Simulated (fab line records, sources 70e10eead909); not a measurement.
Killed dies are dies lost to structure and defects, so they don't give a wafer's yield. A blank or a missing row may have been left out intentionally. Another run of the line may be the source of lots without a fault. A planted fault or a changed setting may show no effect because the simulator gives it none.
fab line records -- flow nandHarc
record: lots: 6, wafers: 18, lastDay: 33
route steps=1302 shown A_DECK1_JOINT@533 A_ONON_D2@545 END@1302
lots that met no fault: taken from a fault-free run of the same line
startH: start of the lot's first displayed wafer, in hours after the record's first day -- waitH: hours elapsed since this lot's preceding step -- " as in the row above -- L1.1+2: one row covering several wafers at once -- - no value, or no start was given -- * or withheld: withheld -- < > ~ a bound
route shown NAME@n: names a module that has steps shown in the file, with the first one's number in the route -- usual: mean/standard deviation taken from wafers without a fault -- same: alike in all rows -- chamber/n: place in a boat -- sites: each site's reading -- _std_site: how widely they spread, as a standard deviation -- _edge_site: outer sites' mean less inner sites' -- radiusMm: how far each site lies from the wafer's centre -- mask NAME#n: copy n -- behind: the last tool/chamber to shape the wafer -- hold: what put the lot on hold/how long, in hours/how the hold closed -- device: the transistor (n, p or np) that didn't switch -- end of line: the route-end tests of the same wafers -- step lacking rows: just its recipe -- killed: dies that structure and defects cost at the first sort, which is not the same as the wafer's yield -- map: dies across one wafer; x = killed, . = not, _ = none there
set.NAME: setting as actually run; set.NAME@STEP: the setting as run at that earlier step -- model.NAME: the simulator's own value behind a step, which no gauge read
certain route steps with their lots: each step a table, each wafer a row
services: the hour from which a tool's chamber was out of use, counted from the record's first day as startH (under 0 if before that day), plus the number of hours and why
== steps ==
step: NHARC_A_DECK1_JOINT_CVD_34
recipe: targetThkA: 200, tempC: 700, pressureMtorr: 300, material: SiNx
step: NHARC_A_DECK1_JOINT_DEP_06
recipe: targetThkA: 800, tempC: 65, material: SiOx
step: NHARC_A_DECK1_JOINT_CURE_26
recipe: tempC: 150, timeS: 32, pressureAtm: 0.395
step: NHARC_A_DECK1_JOINT_ANNEAL_27
recipe: tempC: 400, timeS: 3600, idleTempC: 300, rampUpCPerMin: 10, densificationPH2oTorr: 640
step: NHARC_A_DECK1_JOINT_ANNEAL_28
recipe: tempC: 500, timeS: 1800, idleTempC: 400, rampUpCPerMin: 10, densificationPH2oTorr: 640
step: NHARC_A_DECK1_JOINT_ANNEAL_29
recipe: tempC: 750, timeS: 1800, idleTempC: 500, rampUpCPerMin: 10, rampDownCPerMin: 3
step: NHARC_A_DECK1_JOINT_CMP_02
recipe: material: SiOx
usual: motorCurrentA: 11.9/0.81
lot.wafer,tool,chamber,startH,waitH,motorCurrentA
L668.4,cmp-02,3,272.80,0.4,13.0
L668.5,cmp-02,3,272.80,0.4,12.4
L668.6,cmp-02,0,272.80,0.4,11.7
L670.1,cmp-04,1,283.02,0.4,10.6
L670.2,cmp-04,2,283.02,0.4,11.4
L670.4,cmp-04,0,283.02,0.4,13.8
L684.4,cmp-02,0,435.77,0.4,11.6
L684.1,cmp-02,1,435.77,0.4,11.8
L684.5,cmp-02,2,435.77,0.4,12.5
L685.2,cmp-04,3,441.33,0.4,11.3
L685.5,cmp-04,2,441.33,0.4,11.1
L685.6,cmp-04,3,441.33,0.4,11.2
L686.4,cmp-01,2,460.11,0.4,11.3
L686.3,cmp-01,3,460.11,0.4,11.1
L686.2,cmp-01,1,460.11,0.4,13.2
L689.2,cmp-01,1,490.05,0.4,11.8
L689.3,cmp-01,0,490.05,0.4,13.5
L689.6,cmp-01,2,490.05,0.4,11.6
step: NHARC_A_DECK1_JOINT_SRD_15
step: NHARC_A_DECK1_JOINT_DEP_16
recipe: targetThkA: 450, tempC: 400, pressureTorr: 6.5, rfW: 900, teosFlowSccm: 161.4, flowSccm: 2650, targetThkNm: 45, gas: O2, material: SiO2
usual: chamberPressureTorr: 6.499/0.014, heaterPowerW: 599/110, throttleValvePct: 16.0/0.4
lot.wafer,tool,chamber,startH,waitH,chamberPressureTorr,heaterPowerW,throttleValvePct
L668.6,pecvd-03,0,273.27,0.2,6.474,562,16.2
L668.4,pecvd-03,1,273.27,0.2,6.502,578,15.5
L668.5,pecvd-03,2,273.27,0.2,6.470,623,16.1
L670.2,pecvd-03,1,283.41,0.1,6.505,655,15.8
L670.1,pecvd-03,2,283.41,0.1,6.471,650,16.2
L670.4,pecvd-03,1,283.41,0.1,6.493,648,15.6
L684.1,pecvd-02,2,436.13,0.1,6.501,390,15.8
L684.4,pecvd-02,2,436.13,0.1,6.523,394,15.9
L684.5,pecvd-02,0,436.13,0.1,6.482,600,15.7
L685.2,pecvd-02,2,441.72,0.1,6.513,489,15.8
L685.6,pecvd-02,1,441.72,0.1,6.493,660,16.5
L685.5,pecvd-02,2,441.72,0.1,6.504,503,15.8
L686.3,pecvd-03,0,460.52,0.1,6.511,483,16.1
L686.2,pecvd-03,1,460.52,0.1,6.489,564,16.1
L686.4,pecvd-03,2,460.52,0.1,6.497,577,16.1
L689.2,pecvd-01,0,490.53,0.2,6.497,573,16.2
L689.3,pecvd-01,1,490.53,0.2,6.513,599,16.4
L689.6,pecvd-01,1,490.53,0.2,6.502,615,15.8
step: NHARC_A_DECK1_JOINT_THK_MEAS_17
recipe: thkMeasGauge: ellipsometry
usual: thkNm: 44.9/1.1
lot.wafer,tool,chamber,startH,waitH,thkNm
L668.4,filmMetro-01,-,273.47,0.1,43.9
L668.5,filmMetro-01,-,273.47,0.1,45.8
L668.6,filmMetro-01,-,273.47,0.1,44.4
L670.1,filmMetro-02,-,283.69,0.2,46.4
L670.2,filmMetro-02,-,283.69,0.2,44.1
L670.4,filmMetro-02,-,283.69,0.2,46.8
L684.1,filmMetro-01,-,436.38,0.2,44.4
L684.4,filmMetro-01,-,436.38,0.2,45.3
L684.5,filmMetro-01,-,436.38,0.2,45.2
L685.2,filmMetro-02,-,441.97,0.2,42.3
L685.5,filmMetro-02,-,441.97,0.2,45.5
L685.6,filmMetro-02,-,441.97,0.2,44.8
L686.2,filmMetro-02,-,460.80,0.2,43.8
L686.3,filmMetro-02,-,460.80,0.2,45.9
L686.4,filmMetro-02,-,460.80,0.2,45.2
L689.2,filmMetro-01,-,490.79,0.2,43.5
L689.3,filmMetro-01,-,490.79,0.2,45.0
L689.6,filmMetro-01,-,490.79,0.2,45.4
step: NHARC_A_DECK1_JOINT_INSPECT_05
usual: rawDefectCount: 316/120
lot.wafer,tool,chamber,startH,waitH,rawDefectCount
L668.4,defectInspect-01,-,273.50,0.0,280
L668.5,defectInspect-01,-,273.50,0.0,416
L668.6,defectInspect-01,-,273.50,0.0,427
L670.1,defectInspect-02,-,283.72,0.0,308
L670.2,defectInspect-02,-,283.72,0.0,423
L670.4,defectInspect-02,-,283.72,0.0,363
L684.1,defectInspect-01,-,436.42,0.0,163
L684.4,defectInspect-01,-,436.42,0.0,232
L684.5,defectInspect-01,-,436.42,0.0,300
L685.2,defectInspect-02,-,442.02,0.1,320
L685.5,defectInspect-02,-,442.02,0.1,315
L685.6,defectInspect-02,-,442.02,0.1,295
L686.2,defectInspect-02,-,460.83,0.0,149
L686.3,defectInspect-02,-,460.83,0.0,216
L686.4,defectInspect-02,-,460.83,0.0,226
L689.2,defectInspect-01,-,490.82,0.0,463
L689.3,defectInspect-01,-,490.82,0.0,771
L689.6,defectInspect-01,-,490.82,0.0,336
step: NHARC_A_ONON_D2_DEP_00
recipe: targetThkA: 10000, n2FlowSccm: 2750, n2oFlowSccm: 2000, nh3FlowSccm: 500, sih4FlowSccm: 210, tempC: 400
lot.wafer,tool,chamber,startH,waitH
L668.4+5+6,pecvdOnon-03,0,273.74,0.2
L670.1+2+4,pecvdOnon-01,0,283.79,0.1
L684.1+4+5,pecvdOnon-01,0,436.49,0.1
L685.2+5+6,pecvdOnon-01,0,442.15,0.1
L686.2+3+4,pecvdOnon-04,0,460.96,0.1
L689.2+3+6,pecvdOnon-04,0,490.95,0.1
step: NHARC_A_ONON_D2_THK_MEAS_02
recipe: thkMeasGauge: ellipsometry
usual: thkNm: 999/10
lot.wafer,tool,chamber,startH,waitH,thkNm
L668.4,filmMetro-01,-,274.08,-,988
L668.5,filmMetro-01,-,274.08,-,988
L668.6,filmMetro-01,-,274.08,-,989
L670.1,filmMetro-01,-,284.29,-,994
L670.2,filmMetro-01,-,284.29,-,996
L670.4,filmMetro-01,-,284.29,-,995
L684.1,filmMetro-02,-,437.00,-,740
L684.4,filmMetro-02,-,437.00,-,990
L684.5,filmMetro-02,-,437.00,-,990
L685.2,filmMetro-01,-,442.60,-,764
L685.5,filmMetro-01,-,442.60,-,1014
L685.6,filmMetro-01,-,442.60,-,1014
L686.2,filmMetro-02,-,461.41,-,1002
L686.3,filmMetro-02,-,461.41,-,1003
L686.4,filmMetro-02,-,461.41,-,1002
L689.2,filmMetro-01,-,491.40,-,1008
L689.3,filmMetro-01,-,491.40,-,1008
L689.6,filmMetro-01,-,491.40,-,1007
step: NHARC_A_ONON_D2_DEP_03
recipe: targetThkA: 10000, n2FlowSccm: 2750, n2oFlowSccm: 2000, nh3FlowSccm: 500, sih4FlowSccm: 210, tempC: 400
step: NHARC_END_SORT_01
recipe: tempC: 25
usual: killedAtArray: 52/17, killedAtOther: 0.8/1.1, killedAtPeriphery: 3.2/2.2, killedDies: 57/17, killedOpen: 3.4/1.8, killedShort: 2.4/1.6
same: grossDies: 677
lot.wafer,tool,chamber,startH,waitH,killedAtArray,killedAtOther,killedAtPeriphery,killedDies,killedOpen,killedShort
L685.2,prober-01,0,743.04,2.8,67,0,1,68,1,3
L685.5,prober-01,0,745.43,3.7,67,0,5,72,4,3
L685.6,prober-01,0,746.23,4.0,78,2,5,85,3,5
killed by level:class
L685.2 A_CHANNEL_HOLE_D1:chamberFilmFlake=34 A_CHANNEL_HOLE_D2:chamberFilmFlake=15 A_CONTACT:chamberFilmFlake=7 A_SLIT:chamberFilmFlake=6 A_STAIRCASE:chamberFilmFlake=2 P_GATE:geometricParticle:short=1 A_CHANNEL_FILL_D1:geometricParticle:short=1 A_ONON_D2:geometricParticle:short=1
L685.5 A_CHANNEL_HOLE_D1:chamberFilmFlake=31 A_CHANNEL_HOLE_D2:chamberFilmFlake=17 A_SLIT:chamberFilmFlake=5 A_CONTACT:chamberFilmFlake=5 P_GATE:chamberFilmFlake=2 P_M1:chamberFilmFlake=2 A_STAIRCASE:chamberFilmFlake=2 P_M1:geometricParticle:short=1
L685.6 A_CHANNEL_HOLE_D2:chamberFilmFlake=28 A_CHANNEL_HOLE_D1:chamberFilmFlake=22 A_SLIT:chamberFilmFlake=10 A_CONTACT:chamberFilmFlake=8 P_M1:chamberFilmFlake=2 THIN_TSV:chamberFilmFlake=2 A_ONON_D1:geometricParticle:open=1 A_CHANNEL_HOLE_D1:geometricParticle:open=1
== services ==
tool,chamber,startH,hours,kind
pecvdOnon-01,-,269.31,13.0,pm
cmp-01,-,273.04,1.2,repair
cmp-01,-,283.52,4.0,pm
cmp-01,-,287.52,-,consumableReplace:conditioner
cmp-04,-,307.13,4.0,pm
pecvd-01,-,311.00,13.0,pm
pecvdOnon-04,-,311.04,13.0,pm
cmp-02,-,330.59,4.0,pm
pecvd-02,-,341.51,0.5,repair
pecvd-03,0,363.25,18.7,repair
pecvd-03,-,366.19,13.0,pm
pecvd-03,1,366.19,13.0,ventCycle
pecvd-03,2,366.19,13.0,ventCycle
pecvd-03,1,379.19,-,clean
pecvd-03,2,379.19,-,clean
cmp-01,-,381.62,4.0,pm
pecvd-02,0,391.83,6.5,repair
cmp-04,-,405.13,4.0,pm
pecvd-02,-,408.16,13.0,pm
pecvdOnon-03,-,408.25,13.0,pm
cmp-02,-,428.59,4.0,pm
pecvdOnon-01,-,450.31,13.0,pm
cmp-04,-,461.16,4.6,repair
cmp-01,-,479.62,4.0,pm
== key ==
firstSign: step: NHARC_A_ONON_D2_THK_MEAS_02, reading: thkNm, direction: down, sigmas: 24, usual: 999, struck: 752
effect none on later readings
metAt NHARC_A_ONON_D2_DEP_00
struckWafers L684.1,L685.2
testerLeftOut L684,L685
onsetBetween 283.79 436.49
fault: kind: processParameterDrift, tool: pecvdOnon-01, chamber: -, onsetH: 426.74, steps: NHARC_A_ONON_D2_DEP_00, channel: targetThkA, offset: *, shape: step, endH: 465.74, scope: struckWafersOnly, actsIn: *, stated: *
testerLeftOut: of these lots the tester's yield and bins aren't shown, on N5 and GAA mostly nor the transistor test; their killed dies are dies lost to structure and defects alone, not to doping, threshold or leakage, so they don't give the yield
